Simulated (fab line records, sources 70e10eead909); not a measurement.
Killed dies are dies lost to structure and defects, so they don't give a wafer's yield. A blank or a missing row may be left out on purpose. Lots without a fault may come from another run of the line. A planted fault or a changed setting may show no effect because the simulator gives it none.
Problem report in the 8D (eight disciplines) form, filled by code | flow nand_harc | the parts of the form that need people (team, actions taken, sign-off) are left out

1. THE PROBLEM
run_length_s at NHARC_P_M2_ETCH_35 reads a mean of 52.5 s on 2 wafers of 2 lots; wafers without a fault read 65.3 s with a standard deviation of 0.52. That is -25 standard deviations from the usual mean.
The step: etches the open film in N2/H2, target depth 40 nm, overetch 12 nm, time 43.94 s.
First seen on wafer L658.3, day 8 16:53, on rie_diel-02. The record holds 34 wafers of 12 lots with a number at this step. Rule for "out", or "out of limits": more than 4 standard deviations from the usual mean. The other wafers with a number count as sound.

2. WHAT IT IS AND WHAT IT IS NOT
question                    | is               | is not
which readings at this step | run_length_s     | chamber_pressure_mTorr, drypump_motor_current_A, oes_product_au, rf_vpp_V, showerhead_plenum_p_Torr, throttle_valve_pct
which lots                  | L657, L658       | L647, L648, L649, L651, L652, L654, L655, L661, L668, L669
which wafers of those lots  | L657.1, L658.3   | L658.1, L658.2
read on which tools         | rie_diel-02      | rie_diel-03, rie_diel-13
when                        | from day 8 16:53 | up to then (23 sound wafers); but 9 sound wafers of L661, L668, L669 came after

3. SUSPECTS, AND WHAT RULES EACH OUT
Counting: a tool at a process step up to the reading stays a suspect if it ran every lot that is out. Sound lots after the first of them don't rule it out here, since some wafers of a struck lot are sound.
- rie_diel-02 at NHARC_P_M2_ETCH_35 (etches the open film in N2/H2, target depth 40 nm, overetch 12 nm, time 43.94 s): kept. It ran every lot that is out, first L658 (day 8 16:53); its last sound lot up to then is L655 (day 8 04:14). Its own readings are out on those wafers: run_length_s.
- Within rie_diel-02 at NHARC_P_M2_ETCH_35: the wafers that are out ran in chamber 3; their sound lot-mates ran in chambers 0, 1.
Left after counting: rie_diel-02 at NHARC_P_M2_ETCH_35.

4. THE CAUSE (what the simulator had put in)
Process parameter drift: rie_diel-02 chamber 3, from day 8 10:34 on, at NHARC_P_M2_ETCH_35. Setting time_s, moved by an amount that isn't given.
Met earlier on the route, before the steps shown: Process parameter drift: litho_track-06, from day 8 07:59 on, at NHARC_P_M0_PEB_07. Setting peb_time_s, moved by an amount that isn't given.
Counting left only this tool.

5. THE CHAIN OF EFFECTS, in route order
Each row: a reading whose mean over the struck wafers that have a number lies more than 3 standard deviations from the usual. Only readings for which the record gives a usual standard deviation are gone through. hours: the time from each lot's start at the first step in this table that gives one to its start at this step, as a median over the lots. sigmas: the change in usual standard deviations.
hours | step               | reading      | usual  | on struck wafers | change | sigmas
0     | NHARC_P_M2_ETCH_35 | run_length_s | 65.3 s | 52.5             | -12.8  | -25
The process steps in it:
- NHARC_P_M2_ETCH_35: etches the open film in N2/H2, target depth 40 nm, overetch 12 nm, time 43.94 s.
Readings that are blank on the struck wafers while sound wafers have them: rf_fwd_power_W at NHARC_P_M2_ETCH_35.
Later measuring or inspecting steps at which every struck wafer that the step has a row for has a number for every such reading, and none has moved that far: NHARC_END_SORT_01.

6. WHAT WOULD HAVE CAUGHT IT SOONER
In this record the first reading out of limits was taken at day 8 16:53, 6 hours after the fault began at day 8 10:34.
